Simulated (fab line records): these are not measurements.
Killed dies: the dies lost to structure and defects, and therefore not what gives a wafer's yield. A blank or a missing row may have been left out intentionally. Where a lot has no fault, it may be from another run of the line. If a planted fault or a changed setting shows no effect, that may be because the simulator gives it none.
Split-lot trial ; flow n5-finfet ; route with 1938 steps; 7 lots, 21 wafers read

== THE SPLIT ITSELF ==
At N5_BEOL_M13_COAT_04 (resist thk 400 nm), the setting spin-rpm was moved away from the recipe's 1625 rpm on 6 of the 21 wafers read, by -6.9% to +11.0%. The other wafers ran this setting at the recipe's value.

== FROM THE SPLIT TO THE READING: what the file shows between them, 3 steps ==
- N5_BEOL_M13_EBR_06
- N5_BEOL_M13_SOFTBAKE_05: time 60 s
- N5_BEOL_M13_DESCUM_15: chemistry O2, time 7.9 s

== THE READING ==
coat_of_BEOL_M13_COAT_04.thk-nm (the simulator's own value, which no gauge read), in nm, at N5_BEOL_M13_ETCH_59 (etches BARC in N2/H2, target depth 89 nm, overetch 26.7 nm, time 67.9 s). The file gives no usual value for it. Across the 15 wafers here that went through the recipe, the average is 318.5 nm and the standard deviation 0.91 nm.

wafer;tool, chamber at the split;spin-rpm as run, rpm;against the recipe;coat_of_BEOL_M13_COAT_04.thk-nm, nm;against lot-mates on the recipe
L076.2;litho-track-04, 0;1625;recipe;318.8;-
L076.5;litho-track-04, 0;1625;recipe;318.8;-
L076.4;litho-track-04, 0;1513;-6.9%;333.8;+15.0
L083.3;litho-track-02, 0;1625;recipe;318.6;-
L083.4;litho-track-02, 0;1625;recipe;318.8;-
L083.5;litho-track-02, 0;1804;+11.0%;299.8;-18.9
L086.1;litho-track-04, 0;1625;recipe;318.4;-
L086.3;litho-track-04, 0;1625;recipe;319;-
L086.5;litho-track-04, 0;1625;recipe;317.2;-
L089.1;litho-track-03, 0;1625;recipe;319;-
L089.3;litho-track-03, 0;1676;+3.1%;311.8;-7.2
L089.4;litho-track-03, 0;1676;+3.1%;311.8;-7.2
L088.2;litho-track-04, 0;1625;recipe;320;-
L088.3;litho-track-04, 0;1625;recipe;317.8;-
L088.6;litho-track-04, 0;1625;recipe;320.4;-
L085.3;litho-track-04, 0;1625;recipe;317.4;-
L085.4;litho-track-04, 0;1792;+10.3%;300.4;-17.0
L085.5;litho-track-04, 0;1792;+10.3%;298.8;-18.6
L095.2;litho-track-04, 0;1625;recipe;318.6;-
L095.3;litho-track-04, 0;1625;recipe;317;-
L095.5;litho-track-04, 0;1625;recipe;318;-

THE FIT
A straight line over all 21 wafers: coat_of_BEOL_M13_COAT_04.thk-nm changes by -1.87 nm for each +1% of spin-rpm; r = -0.99; the points scatter about the line by 1.1 nm.
The same after taking each lot's own level away (the mean of its wafers on the recipe; 21 wafers): -1.82 nm for each +1%; r = -0.99; scatter 1.1 nm.
The reading moves by 20 nm for the largest change in spin-rpm, on that fit.
The span of the lots' own levels, 317.40 to 319.40 nm, comes to 2.2 times the standard deviation stated above.
Hence the lot-to-lot level has little effect on the slope; both slopes agree.
Check: with one of the wafers moved furthest among these (+11.0%) left out of the fit, the line predicts -20.3 nm for it against its lot-mates. Against them it came out at -18.9 nm.

== THE WHOLE CHAIN: every reading that the file lists as answering this split, in the file's order ==
step;what it does;reading;change (the file's fit);r (the file's)
N5_BEOL_M13_COAT_04;resist thk 400 nm;coat_of_BEOL_M13_COAT_04.thk-nm (the simulator's own value, which no gauge read);-1.91 nm for each +1% of the setting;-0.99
N5_BEOL_M13_ETCH_59;etches BARC in N2/H2, target depth 89 nm, overetch 26.7 nm, time 67.9 s;coat_of_BEOL_M13_COAT_04.thk-nm (the simulator's own value, which no gauge read);-1.82 nm for each +1% of the setting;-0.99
N5_BEOL_M13_VIA_ETCH_16;etches SiOC in C4F8/O2/Ar, target depth 921.7 nm;coat_of_BEOL_M13_COAT_04.thk-nm (the simulator's own value, which no gauge read);-2.14 nm for each +1% of the setting, in a fit together with time-s@BEOL_M13_ILD_DEP_00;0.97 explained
N5_BEOL_M13_STRIP_63;strips in N2/H2;strip-time-to-endpoint-s;withheld for each +1% of the setting, in a fit together with time-s@BEOL_M13_ILD_DEP_00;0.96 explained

== FILE'S OWN FIT ==
coat_of_BEOL_M13_COAT_04.thk-nm changes by -1.82 nm for each +1% of spin-rpm, r = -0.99.
